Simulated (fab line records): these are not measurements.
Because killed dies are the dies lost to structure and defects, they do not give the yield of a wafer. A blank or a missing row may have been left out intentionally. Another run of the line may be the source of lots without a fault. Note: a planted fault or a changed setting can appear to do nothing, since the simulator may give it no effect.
Chamber matching -- flow n5_finfet -- N5_HKMG_FIN_ALD_91 on ald_metal-04: 4 sister chambers
The step deposits TiN, target thk 1 nm, pulse time 1 s, purge time 3 s. 18 wafers are shown with their chamber, then 9 later ones without.

== WAFERS WITH THEIR CHAMBER ==
wafer,chamber,heater_power_w (W),precursor_pulse_height_rel
L075.2,1,1047,1.012
L075.4,1,1021,0.996
L075.6,2,1030,0.997
L074.1,1,1033,0.989
L074.5,0,733,1.010
L074.6,1,1059,0.975
L079.3,1,1054,0.971
L079.4,2,1049,1.016
L079.6,1,1023,0.985
L084.1,1,1034,1.008
L084.2,3,740,0.994
L084.6,0,751,1.011
L087.1,0,733,0.971
L087.3,1,1038,0.979
L087.6,0,756,1.003
L088.2,1,1034,0.997
L088.3,0,745,0.999
L088.5,3,739,0.980

SIGNATURES, as means of the wafers listed above
reading,chamber 0,chamber 1,chamber 2,chamber 3,scatter within a chamber
heater_power_w,743.60,1038.11,1039.50,739.50,11.8
precursor_pulse_height_rel,0.99880,0.99022,1.00650,0.98700,0.0146
Rule: for each reading, subtract the chamber's mean from the wafer's reading, divide by that reading's scatter and square the result; add these up over the readings and take the root, which gives the wafer's distance from the chamber. If the next closest chamber is less than 2 further off than the closest, the wafer can't be placed; otherwise it belongs to the closest. The scatter: the root of (the sum of the squares of (reading less its chamber's mean) over the shown wafers, divided by (wafers less chambers)).

== WAFERS MISSING THEIR CHAMBER ==
wafer,heater_power_w (W),precursor_pulse_height_rel
L089.2,751,1.002
L089.3,1024,0.995
L089.4,748,0.984
L091.3,765,0.984
L091.5,1034,0.979
L091.6,1046,1.004
L092.3,1013,0.996
L092.4,770,0.985
L092.6,1022,1.014

== EACH ONE'S CHAMBER ==
wafer,from the rows above,in truth
L089.2,can't be placed: 0 or 3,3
L089.3,can't be placed: 1 or 2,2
L089.4,can't be placed: 3 or 0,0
L091.3,can't be placed: 0 or 3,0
L091.5,can't be placed: 1 or 2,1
L091.6,can't be placed: 2 or 1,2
L092.3,can't be placed: 1 or 2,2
L092.4,can't be placed: 0 or 3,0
L092.6,can't be placed: 2 or 1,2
0 of 9 placed correctly. Not placeable from these rows: 9 (in 9, the candidates include the true chamber). Placed wrongly: 0.
